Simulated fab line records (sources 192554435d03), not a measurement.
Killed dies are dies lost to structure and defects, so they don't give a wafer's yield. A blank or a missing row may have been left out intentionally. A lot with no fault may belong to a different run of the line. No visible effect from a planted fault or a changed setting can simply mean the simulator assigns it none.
2 desks, one fault | flow n5-finfet | every desk sees just its own numbers, and what lay behind them comes last

## DESK OF THE TOOL OWNER: pecvd-04
The tool's own readings at N5_BEOL_M4_ILD_DEP_00 (deposits SiOC from DEMS/O2, target thk 79 nm, time 15.3 s): means of the sampled wafers that have a number, for each lot that ran on this tool. If a lot's mean is further than 4 standard deviations from the usual mean, the lot is out of limits and carries the mark OUT (the distance appears in the brackets).
Columns: A = heater-power-w at N5_BEOL_M4_ILD_DEP_00, usual 462 W; B = showerhead-plenum-p-Torr at N5_BEOL_M4_ILD_DEP_00, usual 5.690 Torr; C = showerhead-vpp-V at N5_BEOL_M4_ILD_DEP_00, usual 1385 V; D = throttle-valve-pct at N5_BEOL_M4_ILD_DEP_00, usual 12.2 %
lot  | first seen here | A   | B     | C    | D
L290 | day 7 06:08     | 403 | 5.683 | 1397 | 12.3
L293 | day 8 08:40     | 400 | 5.688 | 1397 | 12.5
L294 | day 8 11:15     | 398 | 5.676 | 1407 | 12.9
L302 | day 11 03:13    | 423 | 5.674 | 1420 | 12.3
Result from this desk: across the 4 lots, nothing is out of limits.

## FROM THE METROLOGY DESK
Means of the sampled wafers that have a number, per lot and without regard to the tool the lot ran on: this is what the gauges read. If a lot's mean is further than 4 standard deviations from the usual mean, the lot is out of limits and carries the mark OUT (the distance appears in the brackets). Shown are 7 of the 11 readings it has, namely the first that went out of limits plus those furthest out on some lot.
Columns: A = M4_ILD_THK at N5_BEOL_M4_THK_MEAS_01, usual 79.0 nm; B = IOFF_P at N5_BEOL_M4_RC_MEAS_101, usual 0.24 nA/um; C = ION_N at N5_BEOL_M4_RC_MEAS_101, usual 679 uA/um; D = ION_P at N5_BEOL_M4_RC_MEAS_101, usual 465 uA/um; E = SS_P at N5_BEOL_M4_RC_MEAS_101, usual 73.7 mV/dec; F = VT_N at N5_BEOL_M4_RC_MEAS_101, usual 248 mV; G = VT_P at N5_BEOL_M4_RC_MEAS_101, usual -249 mV
lot  | first seen here | A               | B    | C   | D   | E    | F   | G
L290 | day 7 06:13     | 79.5            | 0.23 | 672 | 461 | 73.5 | 251 | -248
L291 | day 7 14:45     | 79.2            | 0.24 | 676 | 461 | 73.8 | 251 | -250
L293 | day 8 08:43     | 80.1            | 0.20 | 664 | 458 | 72.7 | 252 | -251
L294 | day 8 11:20     | 79.7            | 0.29 | 691 | 471 | 73.9 | 245 | -246
L302 | day 11 03:17    | 71.6 (-5.7) OUT | 0.19 | 670 | 450 | 73.2 | 248 | -253
L304 | day 11 04:01    | 79.0            | 0.23 | 666 | 464 | 73.6 | 252 | -249
L306 | day 11 11:52    | 77.3            | 0.21 | 679 | 465 | 73.8 | 251 | -250
L307 | day 11 18:21    | 77.5            | 0.21 | 673 | 458 | 73.5 | 250 | -252
L311 | day 13 06:31    | 78.4            | 0.26 | 683 | 465 | 74.6 | 246 | -250
L313 | day 13 15:19    | 78.6            | 0.23 | 683 | 466 | 73.6 | 250 | -250
This desk reports L302 out of limits; the earliest was L302 at day 11 03:17 (M4_ILD_THK at N5_BEOL_M4_THK_MEAS_01). In limits: L290, L291, L293, L294, L304, L306, L307, L311, L313.

## TAKEN TOGETHER
On L302, the metrology desk was in a position to raise an alarm at day 11 03:17.
The desk of the tool owner found nothing out of limits.
The tool owner's desk has L302 on record, within its limits.
Of the lots named, all ran N5_BEOL_M4_ILD_DEP_00 on pecvd-04.

## WHAT WAS PUT IN BY THE SIMULATOR
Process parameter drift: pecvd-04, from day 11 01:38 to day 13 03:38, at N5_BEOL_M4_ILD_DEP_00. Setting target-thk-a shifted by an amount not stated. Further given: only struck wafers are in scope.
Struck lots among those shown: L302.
Delay in hours, fault start to first out-of-limits reading, per desk: metrology desk 2.
